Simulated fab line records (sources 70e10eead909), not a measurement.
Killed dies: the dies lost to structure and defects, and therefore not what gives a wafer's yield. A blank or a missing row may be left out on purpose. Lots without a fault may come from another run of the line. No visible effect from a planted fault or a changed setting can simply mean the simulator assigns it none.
Which of the tools did it? :: flow nandHarc :: Sampling: 13 lots, 39 wafers, 5 of 1159 route steps

## WHAT THE GAUGES READ, wafer by wafer
NHARC_P_M2_THK_MEAS_24: measures by xrf.
lot: L115
measured: day 6 06:59
on: filmMetro-02
thkNm (nm): 144.2 142.0 142.6

lot: L116
measured: day 6 23:00
on: filmMetro-02
thkNm (nm): 143.9 144.4 142.2

lot: L117
measured: day 7 02:10
on: filmMetro-01
thkNm (nm): 145.7 143.3 144.1

lot: L119
measured: day 7 08:01
on: filmMetro-02
thkNm (nm): 145.5 144.0 146.4

lot: L120
measured: day 7 08:52
on: filmMetro-01
thkNm (nm): 144.3 145.7 146.0

lot: L122
measured: day 8 06:48
on: filmMetro-01
thkNm (nm): 145.0 142.7 147.9

lot: L123
measured: day 8 10:23
on: filmMetro-02
thkNm (nm): 145.3 146.0 143.5

lot: L124
measured: day 8 11:21
on: filmMetro-01
thkNm (nm): 142.5 145.2 145.3

lot: L125
measured: day 8 17:59
on: filmMetro-01
thkNm (nm): 143.1 142.6 144.1

lot: L126
measured: day 8 18:38
on: filmMetro-01
thkNm (nm): 145.3 146.6 145.6

lot: L128
measured: day 10 02:49
on: filmMetro-01
thkNm (nm): 143.6 142.6 146.2

lot: L135
measured: day 11 09:17
on: filmMetro-01
thkNm (nm): 144.6 145.6 145.3

lot: L138
measured: day 11 19:59
on: filmMetro-02
thkNm (nm): 144.4 141.7 140.8

NHARC_P_BONDPAD_THK_MEAS_33: measures by ellipsometry.
lot: L115
measured: day 6 08:22
on: filmMetro-01
thkNm (nm): 199.4 199.4 200.4

lot: L116
measured: day 7 00:20
on: filmMetro-01
thkNm (nm): 198.4 201.8 203.3

lot: L117
measured: day 7 03:35
on: filmMetro-02
thkNm (nm): 199.4 199.9 198.6

lot: L119
measured: day 7 09:23
on: filmMetro-02
thkNm (nm): 200.7 196.4 200.6

lot: L120
measured: day 7 10:16
on: filmMetro-01
thkNm (nm): 199.9 203.5 201.6

lot: L122
measured: day 8 08:19
on: filmMetro-01
thkNm (nm): 202.4 198.8 198.9

lot: L123
measured: day 8 11:46
on: filmMetro-02
thkNm (nm): 203.0 197.2 201.0

lot: L124
measured: day 8 12:53
on: filmMetro-01
thkNm (nm): 200.8 202.3 201.0

lot: L125
measured: day 8 19:21
on: filmMetro-01
thkNm (nm): 198.4 199.9 200.8

lot: L126
measured: day 8 20:17
on: filmMetro-01
thkNm (nm): 200.1 199.9 198.3

lot: L128
measured: day 10 04:10
on: filmMetro-01
thkNm (nm): 199.2 201.0 205.8

lot: L135
measured: day 11 10:41
on: filmMetro-02
thkNm (nm): 197.9 202.6 200.4

lot: L138
measured: day 11 21:22
on: filmMetro-01
thkNm (nm): 199.8 199.5 199.0

NHARC_END_SORT_01.
lot: L135
measured: day 25 01:49
on: prober-02
defectLimitedYield (%): 92.9 92.9 91.3
killedAtArray: 44 41 54
killedAtOther: 1 0 0
killedAtPeriphery: 3 7 5
killedDies: 48 48 59
killedOpen: 2 7 1
killedShort: 1 0 1
sort_bin_2_pct (%): 3.0 1.5 2.8
sort_bin_3_pct (%): 0.30 0.59 0.44
sort_bin_4_pct (%): 3.8 5.0 5.5
sortNPass: 629 629 618
sortRimYieldPct (%): 91 89 84
sortYieldPct (%): 92.9 92.9 91.3

## WHAT TOOL EACH LOT RAN ON (gives the tool, then ch and the chambers of the sampled wafers, and finally the start)
lot: L115
NHARC_P_M2_DEGAS_29: pvdSputter-02, day 6 05:31
NHARC_P_M2_PVD_20: pvdSputter-02, day 6 05:37

lot: L116
NHARC_P_M2_DEGAS_29: pvdSputter-01, day 6 21:36
NHARC_P_M2_PVD_20: pvdSputter-01, day 6 21:43

lot: L117
NHARC_P_M2_DEGAS_29: pvdSputter-02, day 7 00:27
NHARC_P_M2_PVD_20: pvdSputter-02, day 7 00:35

lot: L119
NHARC_P_M2_DEGAS_29: pvdSputter-02, day 7 06:36
NHARC_P_M2_PVD_20: pvdSputter-02, day 7 06:43

lot: L120
NHARC_P_M2_DEGAS_29: pvdSputter-01, day 7 07:29
NHARC_P_M2_PVD_20: pvdSputter-01, day 7 07:37

lot: L122
NHARC_P_M2_DEGAS_29: pvdSputter-02, day 8 05:25
NHARC_P_M2_PVD_20: pvdSputter-02, day 8 05:33

lot: L123
NHARC_P_M2_DEGAS_29: pvdSputter-01, day 8 09:00
NHARC_P_M2_PVD_20: pvdSputter-01, day 8 09:07

lot: L124
NHARC_P_M2_DEGAS_29: pvdSputter-03, day 8 09:58
NHARC_P_M2_PVD_20: pvdSputter-03, day 8 10:04

lot: L125
NHARC_P_M2_DEGAS_29: pvdSputter-01, day 8 16:35
NHARC_P_M2_PVD_20: pvdSputter-01, day 8 16:43

lot: L126
NHARC_P_M2_DEGAS_29: pvdSputter-03, day 8 16:56
NHARC_P_M2_PVD_20: pvdSputter-03, day 8 17:03

lot: L128
NHARC_P_M2_DEGAS_29: pvdSputter-01, day 10 01:07
NHARC_P_M2_PVD_20: pvdSputter-01, day 10 01:14

lot: L135
NHARC_P_M2_DEGAS_29: pvdSputter-03, day 11 07:31
NHARC_P_M2_PVD_20: pvdSputter-03, day 11 07:37

lot: L138
NHARC_P_M2_DEGAS_29: pvdSputter-02, day 11 18:34
NHARC_P_M2_PVD_20: pvdSputter-02, day 11 18:40
- NHARC_P_M2_DEGAS_29: time 60 s.
- NHARC_P_M2_PVD_20: deposits TaN, target thk 5 nm, time 8.06 s.

## WHAT THE TOOLS THEMSELVES READ (means of the sampled wafers that have a number; where no wafer has one, the mark that the record gives instead)
NHARC_P_M2_DEGAS_29.
lot: L115
tool: pvdSputter-02
heaterPowerW (W): 343

lot: L116
tool: pvdSputter-01
heaterPowerW (W): 326

lot: L117
tool: pvdSputter-02
heaterPowerW (W): 312

lot: L119
tool: pvdSputter-02
heaterPowerW (W): 306

lot: L120
tool: pvdSputter-01
heaterPowerW (W): 293

lot: L122
tool: pvdSputter-02
heaterPowerW (W): 310

lot: L123
tool: pvdSputter-01
heaterPowerW (W): 317

lot: L124
tool: pvdSputter-03
heaterPowerW (W): 321

lot: L125
tool: pvdSputter-01
heaterPowerW (W): 319

lot: L126
tool: pvdSputter-03
heaterPowerW (W): 335

lot: L128
tool: pvdSputter-01
heaterPowerW (W): 319

lot: L135
tool: pvdSputter-03
heaterPowerW (W): 338

lot: L138
tool: pvdSputter-02
heaterPowerW (W): 342

NHARC_P_M2_PVD_20.
lot: L115
tool: pvdSputter-02
substrateTempC (C): 50.08
throttleValvePct (%): 30.3

lot: L116
tool: pvdSputter-01
substrateTempC (C): 50.04
throttleValvePct (%): 30.5

lot: L117
tool: pvdSputter-02
substrateTempC (C): 49.90
throttleValvePct (%): 29.9

lot: L119
tool: pvdSputter-02
substrateTempC (C): 49.93
throttleValvePct (%): 29.3

lot: L120
tool: pvdSputter-01
substrateTempC (C): 49.91
throttleValvePct (%): 30.4

lot: L122
tool: pvdSputter-02
substrateTempC (C): 50.07
throttleValvePct (%): 29.0

lot: L123
tool: pvdSputter-01
substrateTempC (C): 49.99
throttleValvePct (%): 30.5

lot: L124
tool: pvdSputter-03
substrateTempC (C): 50.01
throttleValvePct (%): 30.4

lot: L125
tool: pvdSputter-01
substrateTempC (C): 50.12
throttleValvePct (%): 30.4

lot: L126
tool: pvdSputter-03
substrateTempC (C): 50.01
throttleValvePct (%): 30.8

lot: L128
tool: pvdSputter-01
substrateTempC (C): 49.95
throttleValvePct (%): 30.4

lot: L135
tool: pvdSputter-03
substrateTempC (C): 49.99
throttleValvePct (%): 31.3

lot: L138
tool: pvdSputter-02
substrateTempC (C): 50.07
throttleValvePct (%): 30.4

## THE ANSWER, worked out from the rows above alone
Rule: what is usual is taken from the lots themselves. Put in order of their means at a reading, lots are off if they are a third of the lots or fewer, leave a main group of 4 or more, and stand apart from it by a gap of 3 or more times the standard deviation of the main group's means; of several such gaps the widest counts. The tables above print the reading to a certain number of digits; a main group whose means all agree to those digits is not used. Also off: a lot with no number at a reading for which 4 or more lots have one. Any other lot the step has rows for is counted as sound. After the gauges, taken in route order, come the tools' own readings; for these a lot's mean is taken, as printed above. At the first step where some lot is off, the reading lying furthest off is the one used; lots without a number count as furthest.
No lot is off at any reading shown: from this, nothing can be told.

## WHAT WAS PUT IN BY THE SIMULATOR
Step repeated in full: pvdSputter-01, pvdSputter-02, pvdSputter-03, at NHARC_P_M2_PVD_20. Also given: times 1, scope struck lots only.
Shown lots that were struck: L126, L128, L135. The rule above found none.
